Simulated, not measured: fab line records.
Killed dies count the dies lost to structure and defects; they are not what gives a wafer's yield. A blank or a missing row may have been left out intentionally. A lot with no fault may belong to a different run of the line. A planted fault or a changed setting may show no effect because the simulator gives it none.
Matching of chambers | flow n5Finfet | rieDiel-05 running N5_BEOL_M6_ETCH_72: 4 sister chambers
The step etches underlayer in N2/H2, target depth 6.5 nm, time 5.2 s. 8 wafers are shown with their chamber, then 7 later ones without.

== WAFERS PAIRED WITH THEIR CHAMBERS ==
wafer  | chamber | showerheadPlenumPTorr (Torr) | throttleValvePct (%)
L184.2 | 1       | 2.53                         | 17.74
L184.4 | 2       | 2.41                         | 18.15
L185.2 | 0       | 2.41                         | 17.85
L185.5 | 2       | 2.41                         | 18.14
L187.4 | 1       | 2.52                         | 17.75
L187.6 | 0       | 2.41                         | 17.87
L191.2 | 3       | 2.59                         | 17.62
L191.4 | 3       | 2.60                         | 17.64

== WAFERS WITHOUT THEIR CHAMBER ==
wafer  | showerheadPlenumPTorr (Torr) | throttleValvePct (%)
L191.6 | 2.52                         | 17.76
L197.1 | 2.72                         | 17.77
L197.3 | 2.59                         | 17.65
L197.4 | 2.73                         | 17.41
L196.1 | 2.72                         | 17.46
L196.4 | 2.71                         | 17.79
L196.5 | 2.72                         | 17.45

== THE CHAMBER EACH PASSED THROUGH ==
wafer  | from the rows above | in truth
L191.6 | 1                   | 1
L197.1 | 3                   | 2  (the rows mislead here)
L197.3 | 3                   | 3
L197.4 | 3                   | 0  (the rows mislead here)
L196.1 | 3                   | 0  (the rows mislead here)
L196.4 | 3                   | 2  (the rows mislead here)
L196.5 | 3                   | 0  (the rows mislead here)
Correct placement for 2 of the 7. Number that these rows cannot place: 0. Number placed wrongly: 5.
How it was worked out, from the rows above alone: a wafer's distance from a chamber is the root of the sum, over the readings, of the square of ((its reading less the chamber's mean) divided by the reading's scatter). The wafer belongs to the nearest chamber; if the next one is less than 2 further off, it can't be placed. A chamber's mean is the mean of its shown wafers. The scatter: take each reading less its chamber's mean, square it, sum over the shown wafers, divide by the number of wafers less the number of chambers, and take the root.
